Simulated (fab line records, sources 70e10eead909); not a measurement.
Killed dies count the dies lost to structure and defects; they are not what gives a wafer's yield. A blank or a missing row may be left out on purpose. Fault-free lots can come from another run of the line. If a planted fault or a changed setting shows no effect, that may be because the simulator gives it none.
Matching of chambers || flow nand harc || NHARC_P_M0_STRIP_18 on rie diel-13: 4 sister chambers
The step strips in N2/H2. 4 wafers are shown with their chamber, then 12 later ones without.

## WAFERS PAIRED WITH THEIR CHAMBERS
{"wafer": "L080.3", "chamber": 0, "showerhead plenum p Torr (Torr)": 2.19}
{"wafer": "L089.1", "chamber": 2, "showerhead plenum p Torr (Torr)": 2.04}
{"wafer": "L089.3", "chamber": 1, "showerhead plenum p Torr (Torr)": 2.01}
{"wafer": "L089.6", "chamber": 3, "showerhead plenum p Torr (Torr)": 1.92}

## WAFERS WITHOUT THEIR CHAMBER
{"wafer": "L090.2", "showerhead plenum p Torr (Torr)": 2.04}
{"wafer": "L090.4", "showerhead plenum p Torr (Torr)": 1.92}
{"wafer": "L090.5", "showerhead plenum p Torr (Torr)": 1.92}
{"wafer": "L094.1", "showerhead plenum p Torr (Torr)": 2.01}
{"wafer": "L094.4", "showerhead plenum p Torr (Torr)": 2.01}
{"wafer": "L094.6", "showerhead plenum p Torr (Torr)": 1.92}
{"wafer": "L095.2", "showerhead plenum p Torr (Torr)": 2.01}
{"wafer": "L095.4", "showerhead plenum p Torr (Torr)": 1.92}
{"wafer": "L095.6", "showerhead plenum p Torr (Torr)": 2.19}
{"wafer": "L096.2", "showerhead plenum p Torr (Torr)": 1.91}
{"wafer": "L096.3", "showerhead plenum p Torr (Torr)": 2.01}
{"wafer": "L096.5", "showerhead plenum p Torr (Torr)": 1.92}

## CHAMBER TAKEN BY EACH
{"wafer": "L090.2", "from the rows above": 2, "in truth": 2}
{"wafer": "L090.4", "from the rows above": 3, "in truth": 3}
{"wafer": "L090.5", "from the rows above": 3, "in truth": 3}
{"wafer": "L094.1", "from the rows above": 1, "in truth": 1}
{"wafer": "L094.4", "from the rows above": 1, "in truth": 1}
{"wafer": "L094.6", "from the rows above": 3, "in truth": 3}
{"wafer": "L095.2", "from the rows above": 1, "in truth": 1}
{"wafer": "L095.4", "from the rows above": 3, "in truth": 3}
{"wafer": "L095.6", "from the rows above": 0, "in truth": 0}
{"wafer": "L096.2", "from the rows above": 3, "in truth": 3}
{"wafer": "L096.3", "from the rows above": 1, "in truth": 1}
{"wafer": "L096.5", "from the rows above": 3, "in truth": 3}
Correctly placed: 12 of 12. Left unplaced by these rows: 0. Wrongly placed: 0.
How it was worked out, from the rows above alone: a wafer's distance from a chamber is the root of the sum, over the readings, of the square of ((its reading less the chamber's mean) divided by the reading's scatter). If the next closest chamber is less than 2 further off than the closest, the wafer can't be placed; otherwise it belongs to the closest. A chamber's mean is the mean of its shown wafers. The scatter (one wafer shown for each chamber): square how far every hidden wafer sits from the nearest shown wafer, average those squares and take the square root.
